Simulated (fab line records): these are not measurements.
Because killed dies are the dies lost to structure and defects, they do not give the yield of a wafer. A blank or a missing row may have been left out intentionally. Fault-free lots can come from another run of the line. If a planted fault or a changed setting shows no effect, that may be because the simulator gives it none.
Lot-split experiment	flow n5_finfet	21 wafers read across 7 lots, on a route 1938 steps long

== THE SPLIT ITSELF ==
At N5_BEOL_M1_EXPOSE_25 (exposes mask V0, defocus 5 nm, target cd 24 nm), the setting dose_mj was moved away from the recipe's 63 on 9 of the 21 wafers read, by -5.8% to +3.8%. This setting was run at the recipe's value on the other wafers.

== FROM THE SPLIT TO THE READING: what the file shows between them, 2 steps ==
- N5_BEOL_M1_PEB_26: peb time 60 s
- N5_BEOL_M1_DEVELOP_27: develop time 30 s

== THE READING ==
cd_nm, in nm, at N5_BEOL_M1_CD_MEAS_28 (target cd y 23.3 nm). Fault-free wafers of this fab line usually give 24.10 nm, standard deviation 0.28 nm.

wafer	tool, chamber at the split	dose_mj as run	against the recipe	cd_nm, nm	against lot-mates on the recipe
L080.1	euv_scanner-02, 0	63	recipe	23.74	-
L080.2	euv_scanner-02, 0	59.36	-5.8%	22.60	-1.46
L080.3	euv_scanner-02, 0	63	recipe	24.39	-
L081.2	euv_scanner-01, 0	60.34	-4.2%	23.64	-0.38
L081.5	euv_scanner-01, 0	63	recipe	24.29	-
L081.6	euv_scanner-01, 0	63	recipe	23.76	-
L083.4	euv_scanner-02, 0	59.61	-5.4%	22.94	no lot-mate on the recipe
L083.5	euv_scanner-02, 0	59.61	-5.4%	22.81	no lot-mate on the recipe
L083.6	euv_scanner-02, 0	59.61	-5.4%	23.14	no lot-mate on the recipe
L084.1	euv_scanner-02, 0	65.42	+3.8%	25.00	+0.64
L084.4	euv_scanner-02, 0	63	recipe	24.36	-
L084.6	euv_scanner-02, 0	65.42	+3.8%	24.81	+0.45
L086.1	euv_scanner-01, 0	63	recipe	24.30	-
L086.3	euv_scanner-01, 0	63	recipe	24.02	-
L086.5	euv_scanner-01, 0	59.6	-5.4%	22.55	-1.61
L093.2	euv_scanner-02, 0	63	recipe	24.47	-
L093.3	euv_scanner-02, 0	60.94	-3.3%	23.37	-1.11
L093.5	euv_scanner-02, 0	63	recipe	24.50	-
L095.3	euv_scanner-01, 0	63	recipe	24.59	-
L095.4	euv_scanner-01, 0	63	recipe	24.41	-
L095.6	euv_scanner-01, 0	63	recipe	24.34	-

FIT RESULTS
A straight line over all 21 wafers: cd_nm changes by +0.236 nm for each +1% of dose_mj; r = +0.93; the points scatter about the line by 0.28 nm.
The same after taking each lot's own level away (the mean of its wafers on the recipe; 18 wafers): +0.215 nm for each +1%; r = +0.90; scatter 0.28 nm.
On that fit, the largest move of dose_mj shifts the reading by 1.2 nm.
From 24.025 to 24.485 nm: that is the span of the lots' own levels, equal to 1.6 times the standard deviation above.
The two slopes are in agreement: the lot-to-lot level therefore moves the slope only a little.
Check: with one of the wafers moved furthest among these (-5.8%) left out of the fit, the line predicts -1.24 nm for it against its lot-mates. Against them it came out at -1.46 nm.

== ADDITIONAL SPLITS CARRIED BY THESE WAFERS ==
Note: prior to the reading, these wafers also went through further splits. Each is held against what the fit with the lots' levels taken away leaves over:
other split on the same wafers	wafers away from the commonest value	r with cd_nm (lot level and that fit taken away)
N5_MOL_CONTACT_COAG_ETCH_106 source_w	9	+0.17
N5_BEOL_M0_SAQP_COAT_08 spin_rpm	8	+0.16
N5_BEOL_M0_CUTY_ETCH_63 source_w	6	+0.19
N5_BEOL_M1_ILD_DEP_00 time_s	7	-0.12
N5_BEOL_M1_COAT_05 spin_rpm	4	+0.07

== FILE'S OWN FIT ==
cd_nm changes by +0.232 nm for each +1% of dose_mj, r = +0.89.
